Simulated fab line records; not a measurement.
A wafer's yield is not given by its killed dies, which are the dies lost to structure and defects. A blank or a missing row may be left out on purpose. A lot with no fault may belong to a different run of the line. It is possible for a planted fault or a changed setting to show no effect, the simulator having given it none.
A struck lot beside a sound one || flow nand-harc || 14 out of 1302 route steps
Sound: these wafers, L575.2, L575.4, L575.6. Struck: wafer L583.2 (left out: L583.1, a lot-mate that was not struck); the cause follows at the end.
Each step with rows lists, per side, the tool, then ch with its chambers, then its first start. Under that, the readings that differ: sound wafers || struck wafers || difference of the means || sigmas: that difference in standard deviations of wafers without a fault.
alike: readings whose means differ by less than 2 such deviations, and words and numbers that are the same on both sides. not compared: withheld readings, readings that some wafer has no value for, bounds like >300 that may hide the same value, and numbers for which the record gives no deviation and whose values overlap.
A row with sigmas, a row that says differs or no value, or rows on one side alone: a step with any of these is where the two part. Numbers that don't overlap but have no deviation are shown without sigmas and don't part them. A reading missing from all wafers of one side parts the sides only when that side holds two or more wafers.

first, 1 step without rows for these wafers: NHARC_A_ONON_D1_DEP_03 (target thk 1000 nm).
NHARC_A_ONON_D1_THK_MEAS_05: measures by ellipsometry.
  struck on film-metro-02, day 11 20:56; sound on film-metro-02, day 8 12:11
  alike: thk-nm
then, 1 step without rows for these wafers: NHARC_A_ONON_D1_DEP_06 (target thk 1000 nm).
NHARC_A_ONON_D1_THK_MEAS_08: measures by ellipsometry.
  struck on film-metro-01, day 11 21:31; sound on film-metro-01, day 8 12:45
{"reading": "thk-nm (nm)", "sound": "1011 1011 1011", "struck": 983, "difference": -28, "sigmas": -2}
then, 1 step without rows for these wafers: NHARC_A_ONON_D1_DEP_09 (target thk 1000 nm).
NHARC_A_ONON_D1_THK_MEAS_11: measures by ellipsometry.
  struck on film-metro-02, day 11 22:04; sound on film-metro-01, day 8 13:19
  alike: thk-nm
then, 1 step without rows for these wafers: NHARC_A_ONON_D1_DEP_12 (target thk 1000 nm).
NHARC_A_ONON_D1_THK_MEAS_14: measures by ellipsometry.
  struck on film-metro-01, day 11 22:38; sound on film-metro-02, day 8 13:53
  alike: thk-nm
then, 2 steps without rows for these wafers: NHARC_A_ONON_D1_ANNEAL_15 (time 3600 s); NHARC_A_ONON_D1_DEP_16 (target thk 1000 nm).
NHARC_A_ONON_D1_THK_MEAS_18: measures by ellipsometry.
  struck on film-metro-02, day 12 06:29; sound on film-metro-02, day 8 22:29
  alike: thk-nm
NHARC_A_ONON_D1_DEP_19: target thk 1000 nm.
  sound on pecvd-onon-04 ch 0, day 8 22:37; struck on pecvd-onon-04 ch 0, day 12 06:32
  alike: n2o-flow-sccm
NHARC_A_ONON_D1_THK_MEAS_21: measures by ellipsometry.
  struck on film-metro-02, day 12 07:04; sound on film-metro-02, day 8 23:04
{"reading": "thk-nm (nm)", "sound": "992 992 991", "struck": 1069, "difference": "+77", "sigmas": "+8"}
then, 1 step without rows for these wafers: NHARC_A_ONON_D1_DEP_22 (target thk 1000 nm).

## WHERE THEY PART
Last at NHARC_A_ONON_D1_THK_MEAS_21 as far as this record goes, first at NHARC_A_ONON_D1_THK_MEAS_08.

WHY: what the simulator had put in
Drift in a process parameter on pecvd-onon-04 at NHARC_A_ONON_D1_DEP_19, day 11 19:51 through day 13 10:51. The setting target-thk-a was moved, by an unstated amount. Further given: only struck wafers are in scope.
